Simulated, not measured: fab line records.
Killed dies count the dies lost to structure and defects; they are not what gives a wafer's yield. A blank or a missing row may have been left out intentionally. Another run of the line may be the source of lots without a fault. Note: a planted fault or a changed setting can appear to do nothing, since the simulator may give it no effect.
The tool behind it: which one? | flow nand-harc | Sampling: 6 lots, 18 wafers, 4 of 1302 route steps

## WHAT THE GAUGES SHOWED, per wafer
NHARC_A_ONON_D2_THK_MEAS_14: measures by ellipsometry.
lot  | measured     | on            | thk-nm (nm)
L118 | day 12 21:43 | film-metro-02 | 1011 1009 1012
L122 | day 14 09:38 | film-metro-01 | 1002 1003 1003
L125 | day 15 20:17 | film-metro-02 | 996 998 995
L129 | day 17 09:10 | film-metro-01 | 1009 1011 1011
L135 | day 20 01:54 | film-metro-01 | 1482 1485 1482 1482 1483 1483
L140 | day 21 11:43 | film-metro-01 | 1005 1005 1007

## WHICH TOOL RAN EACH LOT (tool, then ch and the chambers of the sampled wafers, then the start)
lot  | NHARC_A_DECK1_JOINT_ETCHBACK_07  | NHARC_A_DECK1_JOINT_CMP_02    | NHARC_A_ONON_D2_DEP_12
L118 | rie-si-02 ch 0,1,2, day 11 11:58 | cmp-01 ch 1,2,3, day 12 18:11 | pecvd-onon-04 ch 0, day 12 21:13
L122 | rie-si-03 ch 0,1,3, day 12 16:40 | cmp-02 ch 0,1,3, day 14 06:07 | pecvd-onon-02 ch 0, day 14 09:15
L125 | rie-si-03 ch 1,3, day 14 06:50   | cmp-02 ch 2,3, day 15 16:45   | pecvd-onon-02 ch 0, day 15 19:47
L129 | rie-si-05 ch 0,1,2, day 15 18:32 | cmp-01 ch 0,1,2, day 17 05:37 | pecvd-onon-03 ch 0, day 17 08:39
L135 | rie-si-05 ch 0,2, day 18 07:49   | cmp-03 ch 0,1,2, day 19 22:14 | pecvd-onon-02 ch 0, day 20 01:26
L140 | rie-si-05 ch 0,2,3, day 20 01:23 | cmp-02 ch 0,1,2, day 21 08:12 | pecvd-onon-04 ch 0, day 21 11:16
- NHARC_A_DECK1_JOINT_ETCHBACK_07: etches the open film in HBr, target depth 105 nm, time 26.9 s.
- NHARC_A_DECK1_JOINT_CMP_02: polishes SiOx.
- NHARC_A_ONON_D2_DEP_12: target thk 1000 nm.

## THE ANSWER, worked out from the rows above alone
Rule: the lots themselves supply what counts as usual. The widest of any qualifying gaps counts: lots, ordered by their means at a reading, are off when they make up no more than a third of the lots, leave a main group of 4 or more, and stand apart from it by 3 or more times the standard deviation of that group's means. The tables above print the reading to a certain number of digits; a main group whose means all agree to those digits is not used. Also off: a lot with no number at a reading for which 4 or more lots have one. All remaining lots with rows at the step are treated as sound.
Off: L135 (NHARC_A_ONON_D2_THK_MEAS_14, thk-nm). Main group: mean 1005 nm, sd 5.3.
A tool fits if, at a process step before that reading, it ran every lot that is off, and no sound lot after the first of them. Those tools and the gauges at NHARC_A_ONON_D2_THK_MEAS_14 are tried in the same way. This does not decide it: 2 tools fit, namely cmp-03 at NHARC_A_DECK1_JOINT_CMP_02 and pecvd-onon-02 at NHARC_A_ONON_D2_DEP_12.

## WHAT THE SIMULATOR HAD INSERTED
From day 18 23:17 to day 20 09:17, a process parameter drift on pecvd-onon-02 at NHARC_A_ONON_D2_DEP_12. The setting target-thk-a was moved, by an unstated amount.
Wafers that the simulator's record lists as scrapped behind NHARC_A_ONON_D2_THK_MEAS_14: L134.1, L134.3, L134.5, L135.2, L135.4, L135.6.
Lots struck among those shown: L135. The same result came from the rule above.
